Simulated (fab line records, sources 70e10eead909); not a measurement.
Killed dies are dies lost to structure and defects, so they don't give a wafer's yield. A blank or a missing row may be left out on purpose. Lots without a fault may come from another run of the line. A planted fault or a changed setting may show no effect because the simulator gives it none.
A struck lot beside a sound one | flow nand_harc | 41 steps out of a route of 1159
Sound: wafers L112.1, L112.3, L112.6. Struck: wafer L118.4. (L118.1, L118.2 of the same lot were not struck and are left out.) The cause comes at the end.
At each step with rows: each side's tool, then ch and its chambers, then its first start. Under that, the readings that differ: sound wafers | struck wafers | difference of the means | sigmas: that difference in standard deviations of wafers without a fault.
alike: readings whose means differ by less than 2 such deviations, and words and numbers that are the same on both sides. not compared: withheld readings, readings that some wafer has no value for, bounds like >300 that may hide the same value, and numbers for which the record gives no deviation and whose values overlap.
The two part at a step that has a row with sigmas, a row that says differs or no value, or rows on one side only. Numbers that don't overlap but have no deviation are shown without sigmas and don't part them. A reading that every wafer of one side lacks parts them only if that side has two wafers or more.

NHARC_A_ONON_D1_THK_MEAS_34: measures by ellipsometry.
  sound on film_metro-02, day 8 23:14; struck on film_metro-01, day 10 05:43
  alike: thk_nm
NHARC_A_ONON_D1_INSPECT_32:
  sound on defect_inspect-02, day 8 23:17; struck on defect_inspect-01, day 10 05:47
  alike: raw_defect_count
NHARC_A_CHANNEL_HOLE_D1_DEP_00: deposits aC, target thk 3100 nm.
  sound on acl_dep-03 ch 0, day 8 23:22; struck on acl_dep-02 ch 0, day 10 07:14
  alike: throttle_valve_pct
then, 8 steps without rows for these wafers: NHARC_A_CHANNEL_HOLE_D1_DEP_01 (deposits SiON, target thk 140 nm); NHARC_A_CHANNEL_HOLE_D1_DEHYDRATE_02 (time 120 s); NHARC_A_CHANNEL_HOLE_D1_HMDS_03 (time 30 s); NHARC_A_CHANNEL_HOLE_D1_COAT_36 (time 75 s); NHARC_A_CHANNEL_HOLE_D1_COAT_37 (time 65 s); NHARC_A_CHANNEL_HOLE_D1_COAT_04 (resist thk 90 nm); NHARC_A_CHANNEL_HOLE_D1_SOFTBAKE_05 (time 55 s); NHARC_A_CHANNEL_HOLE_D1_EBR_06.
NHARC_A_CHANNEL_HOLE_D1_EXPOSE_07: exposes mask HOLE D1, target cd 100 nm.
  sound on arfi_scanner-02 ch 0, day 9 01:53; struck on arfi_scanner-01 ch 0, day 10 09:53
  alike: mask
then, 2 steps without rows for these wafers: NHARC_A_CHANNEL_HOLE_D1_PEB_08 (peb time 65 s); NHARC_A_CHANNEL_HOLE_D1_DEVELOP_09 (develop time 35 s).
NHARC_A_CHANNEL_HOLE_D1_CD_MEAS_10: target cd 100 nm.
  sound on cd_sem-01 ch 0, day 9 02:01; struck on cd_sem-01 ch 0, day 10 10:01
  reading    | sound            | struck | difference | sigmas
  cd_nm (nm) | 99.9 100.7 100.6 | 106.7  | +6.3       | +13
NHARC_A_CHANNEL_HOLE_D1_OVL_MEAS_11:
  sound on overlay-02, day 9 02:07; struck on overlay-02, day 10 10:07
  alike: overlay_x_nm, overlay_y_nm
NHARC_A_CHANNEL_HOLE_D1_INSPECT_12:
  sound on defect_inspect-02, day 9 02:08; struck on defect_inspect-01, day 10 10:09
  alike: raw_defect_count
NHARC_A_CHANNEL_HOLE_D1_DESCUM_15: chemistry O2, time 3 s.
  sound on rie_diel-06 ch 0,3, day 9 02:13; struck on rie_diel-12 ch 2, day 10 10:13
  reading                            | sound             | struck | difference | sigmas
  rf_vpp_V (V)                       | 56.0 57.4 57.9    | 59.0   | +1.9       | +2
  model.A_CHANNEL_HOLE_D1.cd_nm (nm) | 99.47 99.96 99.88 | 105.6  | +5.8       |
  alike: drypump_motor_current_A, oes_product_au, showerhead_plenum_p_Torr, throttle_valve_pct
  not compared: rf_hours_counter_h
then, 3 steps without rows for these wafers: NHARC_A_CHANNEL_HOLE_D1_ETCH_38 (etches the open film in CF4, target depth 39 nm, time 65 s); NHARC_A_CHANNEL_HOLE_D1_ETCH_39 (etches the open film in N2/H2, target depth 260 nm, time 325 s); NHARC_A_CHANNEL_HOLE_D1_ETCH_34 (etches the open film in CF4/CHF3, target depth 154 nm, time 77 s).
NHARC_A_CHANNEL_HOLE_D1_ETCH_16: etches the open film in O2/COS, target depth 3100 nm, time 806 s.
  sound on rie_diel-06 ch 1,2; struck on rie_diel-12 ch 3
  reading                | sound                | struck | difference | sigmas
  throttle_valve_pct (%) | 28.334 28.357 28.331 | 28.314 | -0.027     | -3
  alike: drypump_motor_current_A, oes_product_au, rf_vpp_V, showerhead_plenum_p_Torr
  not compared: rf_hours_counter_h
NHARC_A_CHANNEL_HOLE_D1_CD_MEAS_18:
  sound on cd_sem-03, day 9 03:20; struck on cd_sem-01, day 10 11:24
  reading    | sound           | struck | difference | sigmas
  cd_nm (nm) | 100.3 96.1 96.2 | 104.5  | +7.0       | +3
then, 1 step without rows for these wafers: NHARC_A_CHANNEL_HOLE_D1_ETCH_19 (etches the open film in C4F8/O2/Ar, time 34.5 s).
NHARC_A_CHANNEL_HOLE_D1_ETCH_20: etches the open film in C4F8/O2/Ar, time 361.9 s, target depth 1600 nm.
  sound on har_etch-01 ch 1, day 9 03:32; struck on har_etch-02 ch 1, day 10 11:35
  reading                     | sound                   | struck  | difference | sigmas
  drypump_motor_current_A (A) | 6.3 6.3 6.3             | 5.0     | -1.3       | -3
  esc_clamp_current_uA        | 0.02112 0.02122 0.02119 | 0.02192 | +0.00074   | +2
  alike: c4f8_flow_sccm, showerhead_plenum_p_Torr, throttle_valve_pct
  not compared: rf_hours_counter_h
NHARC_A_CHANNEL_HOLE_D1_ETCH_21: etches the open film in C4F8/O2/Ar, time 514.3 s, target depth 1600 nm.
  sound on har_etch-01 ch 1, day 9 03:50; struck on har_etch-02 ch 1, day 10 11:54
  reading                     | sound                  | struck  | difference | sigmas
  drypump_motor_current_A (A) | 6.3 6.3 6.3            | 5.1     | -1.2       | -2
  esc_clamp_current_uA        | 0.02117 0.0212 0.02116 | 0.02193 | +0.00075   | +3
  throttle_valve_pct (%)      | 32.146 32.151 32.158   | 32.134  | -0.018     | -2
  alike: c4f8_flow_sccm, showerhead_plenum_p_Torr
  not compared: rf_hours_counter_h
then, 1 step without rows for these wafers: NHARC_A_CHANNEL_HOLE_D1_ETCH_22 (etches the open film in C4F8/O2/Ar, time 666.7 s, target depth 1600 nm).
NHARC_A_CHANNEL_HOLE_D1_ETCH_23: etches the open film in C4F8/O2/Ar, time 819 s, target depth 1600 nm.
  sound on har_etch-01 ch 1, day 9 04:51; struck on har_etch-02 ch 1, day 10 12:55
  reading                     | sound                 | struck  | difference | sigmas
  drypump_motor_current_A (A) | 6.4 6.3 6.3           | 5.0     | -1.3       | -3
  esc_clamp_current_uA        | 0.0212 0.0211 0.02114 | 0.02192 | +0.00077   | +3
  alike: c4f8_flow_sccm, showerhead_plenum_p_Torr, throttle_valve_pct
  not compared: rf_hours_counter_h
then, 7 steps without rows for these wafers: NHARC_A_CHANNEL_HOLE_D1_ETCH_24 (etches the open film in C4F8/O2/Ar, time 906.2 s, target depth 1500 nm); NHARC_A_CHANNEL_HOLE_D1_ETCH_25 (etches the open film in C4F8/O2/Ar, time 1040.2 s, target depth 1500 nm); NHARC_A_CHANNEL_HOLE_D1_ETCH_26 (etches the open film in C4F8/O2/Ar, time 224.1 s, target depth 300 nm); NHARC_A_CHANNEL_HOLE_D1_ETCH_33 (etches the open film in C4F8/O2/Ar, time 90 s, target depth 400 nm); NHARC_A_CHANNEL_HOLE_D1_STRIP_41 (strips in N2/H2); NHARC_A_CHANNEL_HOLE_D1_STRIP_42 (strips in CF4/CHF3); NHARC_A_CHANNEL_HOLE_D1_STRIP_43 (strips in O2/COS).
NHARC_A_CHANNEL_HOLE_D1_ETCH_44: etches the open film in CF4/O2, target depth 140 nm, overetch 14 nm, time 77 s.
  sound on rie_diel-12 ch 0,2, day 9 08:08; struck on rie_diel-06 ch 1, day 10 16:12
  reading                            | sound             | struck | difference | sigmas
  rf_vpp_V (V)                       | 197.8 199.3 199.2 | 195.4  | -3.4       | -2
  showerhead_plenum_p_Torr (Torr)    | 1.33 1.43 1.43    | 1.26   | -0.14      | -2
  model.A_CHANNEL_HOLE_D1.cd_nm (nm) | 89.51 90.15 90.11 | 98.42  | +8.50      |
  alike: drypump_motor_current_A, oes_product_au, throttle_valve_pct
  not compared: rf_hours_counter_h
then, 3 steps without rows for these wafers: NHARC_A_CHANNEL_HOLE_D1_STRIP_27 (strips in O2); NHARC_A_CHANNEL_HOLE_D1_PRECLEAN_28 (cleans in SC1); NHARC_A_CHANNEL_HOLE_D1_SRD_29.
NHARC_A_CHANNEL_HOLE_D1_CD_MEAS_30:
  sound on cd_sem-01, day 9 08:56; struck on cd_sem-01, day 10 17:00
  reading    | sound          | struck | difference | sigmas
  cd_nm (nm) | 89.7 89.9 90.5 | 98.0   | +8.0       | +5
NHARC_A_CHANNEL_HOLE_D1_XSEM_31:
  sound on xsem-01 ch 0, day 9 09:02; struck on xsem-02 ch 0, day 10 17:05
  reading        | sound          | struck | difference | sigmas
  bot_cd_nm (nm) | 74.4 74.8 75.4 | 83.2   | +8.3       | +5
  alike: bow_nm, tilt_deg

WHERE THEY PART
First at NHARC_A_CHANNEL_HOLE_D1_CD_MEAS_10; last, within this record, at NHARC_A_CHANNEL_HOLE_D1_XSEM_31.

WHY: what the simulator had put in
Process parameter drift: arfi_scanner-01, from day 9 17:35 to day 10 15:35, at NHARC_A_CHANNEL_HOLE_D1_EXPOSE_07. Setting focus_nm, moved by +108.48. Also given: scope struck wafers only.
